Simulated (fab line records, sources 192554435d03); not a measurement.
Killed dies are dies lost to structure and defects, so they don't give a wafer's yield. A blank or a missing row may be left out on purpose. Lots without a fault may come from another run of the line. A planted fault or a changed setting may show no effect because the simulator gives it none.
A struck lot beside a sound one | flow n5_finfet | 17 steps out of a route of 1938
Sound: wafers L897.2, L897.4, L897.5. Struck: wafer L903.5. (L903.2, L903.6 of the same lot were not struck and are left out.) The cause comes at the end.
At each step with rows: each side's tool, then ch and its chambers, then its first start. Under that, the readings that differ: sound wafers | struck wafers | difference of the means | sigmas: that difference in standard deviations of wafers without a fault.
alike: readings whose means differ by less than 2 such deviations, and words and numbers that are the same on both sides. not compared: withheld readings, readings that some wafer has no value for, bounds like >300 that may hide the same value, and numbers for which the record gives no deviation and whose values overlap.
The two part at a step that has a row with sigmas, a row that says differs or no value, or rows on one side only. Numbers that don't overlap but have no deviation are shown without sigmas and don't part them. A reading that every wafer of one side lacks parts them only if that side has two wafers or more.

N5_BEOL_M11_ETCH_62: etches SOC in N2/H2, target depth 110 nm, overetch 22 nm, time 165 s.
  sound on rie_diel-02 ch 1,3, day 12 09:55; struck on rie_diel-02 ch 3, day 14 08:07
  alike: drypump_motor_current_A, oes_product_au, rf_vpp_V, showerhead_plenum_p_Torr, throttle_valve_pct
  not compared: rf_hours_counter_h
then, 1 step without rows for these wafers: N5_BEOL_M11_STRIP_68 (strips in N2/H2).
N5_BEOL_M11_STRIP_67: strips in CF4.
  sound on rie_diel-02 ch 1,3, day 12 10:04; struck on rie_diel-02 ch 3, day 14 08:15
  alike: drypump_motor_current_A, oes_product_au, rf_vpp_V, showerhead_plenum_p_Torr, throttle_valve_pct
  not compared: rf_hours_counter_h
N5_BEOL_M11_HM_OPEN_17: chemistry Cl2/BCl3, target TiN, target depth 20 nm, overetch 6 nm.
  sound on rie_metal-03 ch 0,1, day 12 10:06; struck on rie_metal-02 ch 1, day 14 08:17
  alike: drypump_motor_current_A, oes_product_au, throttle_valve_pct
  not compared: rf_hours_counter_h
N5_BEOL_M11_STRIP_19: strips in O2.
  sound on rie_diel-03 ch 0,2, day 12 10:26; struck on rie_diel-02 ch 0, day 14 08:30
  reading                         | sound          | struck | difference | sigmas
  showerhead_plenum_p_Torr (Torr) | 2.12 2.10 2.12 | 1.92   | -0.19      | -3
  alike: drypump_motor_current_A, oes_product_au, rf_vpp_V, throttle_valve_pct
  not compared: rf_hours_counter_h
N5_BEOL_M11_CD_MEAS_18: pitch 140 nm, target cd 70 nm.
  sound on cd_sem-02, day 12 10:31; struck on cd_sem-02, day 14 08:34
  alike: cd_nm
then, 6 steps without rows for these wafers: N5_BEOL_M11_COAT_63 (time 60 s, resist thk 100 nm); N5_BEOL_M11_COAT_64 (time 60 s, resist thk 30 nm); N5_BEOL_M11_COAT_22 (resist thk 90 nm); N5_BEOL_M11_EBR_24; N5_BEOL_M11_SOFTBAKE_23 (time 60 s); N5_BEOL_M11_EXPOSE_25 (exposes mask V10).
N5_BEOL_M11_PEB_26: peb time 60 s.
  sound on litho_track-01 ch 0, day 12 17:34; struck on litho_track-01 ch 0, day 14 12:25
  alike: chill_plate_temp_C
then, 1 step without rows for these wafers: N5_BEOL_M11_DEVELOP_27 (develop time 30 s).
N5_BEOL_M11_CD_MEAS_28: target cd 70 nm.
  sound on cd_sem-01 ch 0, day 12 17:38; struck on cd_sem-01 ch 0, day 14 12:29
  reading    | sound          | struck | difference | sigmas
  cd_nm (nm) | 67.9 69.0 68.5 | 77.1   | +8.6       | +8
N5_BEOL_M11_OVL_MEAS_29:
  sound on overlay-01 ch 0, day 12 17:40; struck on overlay-01 ch 0, day 14 12:31
  alike: V10_OVL
-- the record jumps here: 2 days lie between the struck wafers' starts before and after (it left off in module BEOL_M11 and takes up again in module PASSIVATION, whose first step shown is number 1936 of the route) --
N5_PASSIVATION_PROBE_49:
  the record has rows for the struck wafers here (prober-01, day 16 19:37) and none for the sound ones

WHERE THEY PART
First at N5_BEOL_M11_STRIP_19; last, within this record, at N5_PASSIVATION_PROBE_49.

WHY: what the simulator had put in
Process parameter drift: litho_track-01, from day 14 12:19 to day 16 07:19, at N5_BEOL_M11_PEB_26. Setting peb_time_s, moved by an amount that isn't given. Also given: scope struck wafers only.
